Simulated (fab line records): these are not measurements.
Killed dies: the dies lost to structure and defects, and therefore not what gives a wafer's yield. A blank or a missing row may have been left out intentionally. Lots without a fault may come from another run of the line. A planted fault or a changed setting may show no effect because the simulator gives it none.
The tool behind it: which one? -- flow nand harc -- 12 lots with 35 wafers sampled at 5 steps, on a route of 1302 steps

## WHAT THE GAUGES SHOWED, per wafer
NHARC_END_SORT_01. Usual: killed at array 59, standard deviation 19; killed at other 0.6, standard deviation 0.85; killed at periphery 3.8, standard deviation 2.5; killed dies 64, standard deviation 19; killed open 3.3, standard deviation 1.8; killed short 2.2, standard deviation 1.6.
lot,measured,on,killed at array,killed at other,killed at periphery,killed dies,killed open,killed short,flag
L106,day 27 21:23,prober-02,51 53 61,1 2 2,2 6 1,54 61 64,6 4 3,2 5 7,

## WHAT TOOL EACH LOT RAN ON (gives the tool, then ch and the chambers of the sampled wafers, and finally the start)
lot,NHARC_A_STAIRCASE_ETCH_27,NHARC_A_STAIRCASE_TRIM_193,NHARC_A_STAIRCASE_ETCH_199,NHARC_A_STAIRCASE_TRIM_200
L997,"rie diel-02 ch 0,2, day 15 19:51 or earlier","rie diel-03 ch 2,3, day 15 19:51","rie diel-03 ch 0,2,3, no start","rie diel-03 ch 2,3, no start"
L998,"rie diel-02 ch 0,1, day 15 21:35 or earlier","rie diel-08 ch 0,2, day 15 21:35","rie diel-03 ch 1,2, no start","rie diel-03 ch 0,3, no start"
L104,"rie diel-03 ch 1,2, day 19 05:22 or earlier","rie diel-08 ch 1,2,3, day 19 05:22","rie diel-02 ch 0,3, no start","rie diel-02 ch 1,2,3, no start"
L106,"rie diel-08 ch 0,2,3, day 19 06:19 or earlier","rie diel-03 ch 0,1,3, day 19 06:19","rie diel-03 ch 0,2,3, day 27 21:23 or earlier","rie diel-03 ch 1,2,3, day 27 21:23 or earlier"
L107,"rie diel-02 ch 1,3, day 20 12:19 or earlier","rie diel-08 ch 2,3, day 20 12:19","rie diel-03 ch 2,3, no start","rie diel-03 ch 0,2, no start"
L108,"rie diel-02 ch 1,3, day 20 14:56 or earlier","rie diel-03 ch 0,3, day 20 14:56","rie diel-03 ch 0,2,3, no start","rie diel-03 ch 0,3, no start"
L111,"rie diel-08 ch 0,1, day 21 15:23 or earlier","rie diel-08 ch 1,3, day 21 15:23","rie diel-08 ch 0,3, no start","rie diel-08 ch 0,3, no start"
L116,"rie diel-03 ch 1,2, day 23 23:32 or earlier","rie diel-03 ch 0,2,3, day 23 23:32","rie diel-03 ch 0,1,3, no start","rie diel-03 ch 0,1, no start"
L118,"rie diel-08 ch 2,3, day 24 11:38 or earlier","rie diel-08 ch 0,1,2, day 24 11:38","rie diel-08 ch 0,3, no start","rie diel-08 ch 0,1,2, no start"
L117,"rie diel-02 ch 0,1, day 24 12:03 or earlier","rie diel-03 ch 0,3, day 24 12:03","rie diel-02 ch 1,2,3, no start","rie diel-02 ch 0,1,3, no start"
L120,"rie diel-03 ch 0,3, day 25 01:38 or earlier","rie diel-08 ch 0,2, day 25 01:38","rie diel-08 ch 0,2, no start","rie diel-08 ch 0,1,3, no start"
L119,"rie diel-03 ch 0,1,2, day 25 01:55 or earlier","rie diel-03 ch 0,2,3, day 25 01:55","rie diel-08 ch 1,2,3, no start","rie diel-08 ch 0,1,2, no start"
- NHARC_A_STAIRCASE_ETCH_27: etches the open film in C4F8/O2, target depth 100 nm, time 40.5 s.
- NHARC_A_STAIRCASE_TRIM_193: chemistry O2, time 211.2 s.
- NHARC_A_STAIRCASE_ETCH_199: etches the open film in C4F8/O2, target depth 100 nm, time 40.5 s.
- NHARC_A_STAIRCASE_TRIM_200: chemistry O2, time 211.2 s.

## WHAT THE TOOLS THEMSELVES READ (means of the sampled wafers that have a number; where no wafer has one, the mark that the record gives instead)
NHARC_A_STAIRCASE_ETCH_27. Usual: oes product au 0.944 a.u., standard deviation 0.0093; rf vpp V 897 V, standard deviation 5.2.
lot,tool,oes product au (a.u.),rf vpp V (V),flag
L997,rie diel-02,0.944,895,
L998,rie diel-02,0.942,901,
L104,rie diel-03,0.939,894,
L106,rie diel-08,0.946,898,
L107,rie diel-02,0.939,893,
L108,rie diel-02,0.942,893,
L111,rie diel-08,0.945,894,
L116,rie diel-03,0.931,894,
L118,rie diel-08,0.958,901,
L117,rie diel-02,0.951,899,
L120,rie diel-03,0.938,898,
L119,rie diel-03,0.941,893,

NHARC_A_STAIRCASE_TRIM_193. Usual: drypump motor current A 6.0 A, standard deviation 0.34; oes product au 1.000 a.u., standard deviation 0.0075; rf vpp V 57.8 V, standard deviation 0.95; run length s 232.4 s, standard deviation 0.36; showerhead plenum p Torr 3.54 Torr, standard deviation 0.14; throttle valve pct 17.037 %, standard deviation 0.0092.
lot,tool,drypump motor current A (A),oes product au (a.u.),rf vpp V (V),run length s (s),showerhead plenum p Torr (Torr),throttle valve pct (%),flag
L997,rie diel-03,6.4,0.998,57.6,232.4,3.52,17.042,
L998,rie diel-08,6.3,1.008,58.2,233.0,3.54,17.036,
L104,rie diel-08,6.0,1.005,58.2,232.2,3.58,17.042,
L106,rie diel-03,5.8,0.996,57.8,232.2,3.61,17.038,
L107,rie diel-08,6.1,1.000,58.2,232.6,3.67,17.037,
L108,rie diel-03,6.0,1.003,57.7,232.3,3.64,17.038,
L111,rie diel-08,5.9,1.006,58.8,228.4,3.57,17.026,OFF
L116,rie diel-03,6.1,0.998,57.7,232.3,3.50,17.034,
L118,rie diel-08,6.1,0.997,57.7,232.3,3.46,17.035,
L117,rie diel-03,5.9,1.002,57.0,232.1,3.51,17.033,
L120,rie diel-08,6.3,1.004,57.9,232.7,3.50,17.046,
L119,rie diel-03,6.1,0.999,57.1,232.4,3.50,17.035,

NHARC_A_STAIRCASE_ETCH_199. Usual: oes product au 0.943 a.u., standard deviation 0.012; rf vpp V 896 V, standard deviation 5.2.
lot,tool,oes product au (a.u.),rf vpp V (V),flag
L997,rie diel-03,0.946,896,
L998,rie diel-03,0.953,894,
L104,rie diel-02,0.946,889,
L106,rie diel-03,0.943,896,
L107,rie diel-03,0.952,900,
L108,rie diel-03,0.927,896,
L111,rie diel-08,0.948,898,
L116,rie diel-03,0.947,898,
L118,rie diel-08,0.943,896,
L117,rie diel-02,0.949,896,
L120,rie diel-08,0.934,895,
L119,rie diel-08,0.924,896,

NHARC_A_STAIRCASE_TRIM_200. Usual: drypump motor current A 6.0 A, standard deviation 0.34; oes product au 1.000 a.u., standard deviation 0.0067; rf vpp V 57.9 V, standard deviation 0.91; run length s 232.4 s, standard deviation 0.35; showerhead plenum p Torr 3.53 Torr, standard deviation 0.15; throttle valve pct 17.038 %, standard deviation 0.0094.
lot,tool,drypump motor current A (A),oes product au (a.u.),rf vpp V (V),run length s (s),showerhead plenum p Torr (Torr),throttle valve pct (%),flag
L997,rie diel-03,6.3,0.996,57.9,232.3,3.64,17.038,
L998,rie diel-03,6.0,0.998,58.9,232.5,3.66,17.036,
L104,rie diel-02,6.0,0.998,57.1,232.4,3.55,17.041,
L106,rie diel-03,6.1,0.999,57.6,232.4,3.59,17.051,
L107,rie diel-03,6.0,0.997,57.4,232.2,3.41,17.039,
L108,rie diel-03,6.0,1.001,58.3,232.3,3.64,17.036,
L111,rie diel-08,6.2,0.999,58.4,233.1,3.58,17.028,
L116,rie diel-03,5.6,0.996,58.1,232.3,3.55,17.045,
L118,rie diel-08,6.1,1.006,57.2,232.5,3.46,17.033,
L117,rie diel-02,5.8,1.002,57.8,232.4,3.47,17.040,
L120,rie diel-08,6.1,0.993,57.2,232.5,3.51,17.039,
L119,rie diel-08,6.1,1.002,56.9,232.5,3.46,17.033,

## THE ANSWER, worked out from the rows above alone
Rule: a lot counts as off when the mean over its wafers that have a number is more than 3 standard deviations away from the usual mean. A lot without any number at a reading at which 4 lots or more have one is off too. All remaining lots with rows at the step are treated as sound. The gauges are gone through in route order, then the tools' own readings, and for those a lot's mean is taken as printed above. At the first step where some lot is off, the reading lying furthest off is the one used; lots without a number count as furthest.
Off: L111, at NHARC_A_STAIRCASE_TRIM_193 (run length s).
If a tool, at that step or one of the process steps before it, ran each lot that is off and ran no sound lot following the first of them, it fits. Because NHARC_A_STAIRCASE_ETCH_27 lacks a start for some lots, the hours and order of its lots are taken from NHARC_A_STAIRCASE_TRIM_193. Of those tried, none fits.

## WHAT THE SIMULATOR PUT IN
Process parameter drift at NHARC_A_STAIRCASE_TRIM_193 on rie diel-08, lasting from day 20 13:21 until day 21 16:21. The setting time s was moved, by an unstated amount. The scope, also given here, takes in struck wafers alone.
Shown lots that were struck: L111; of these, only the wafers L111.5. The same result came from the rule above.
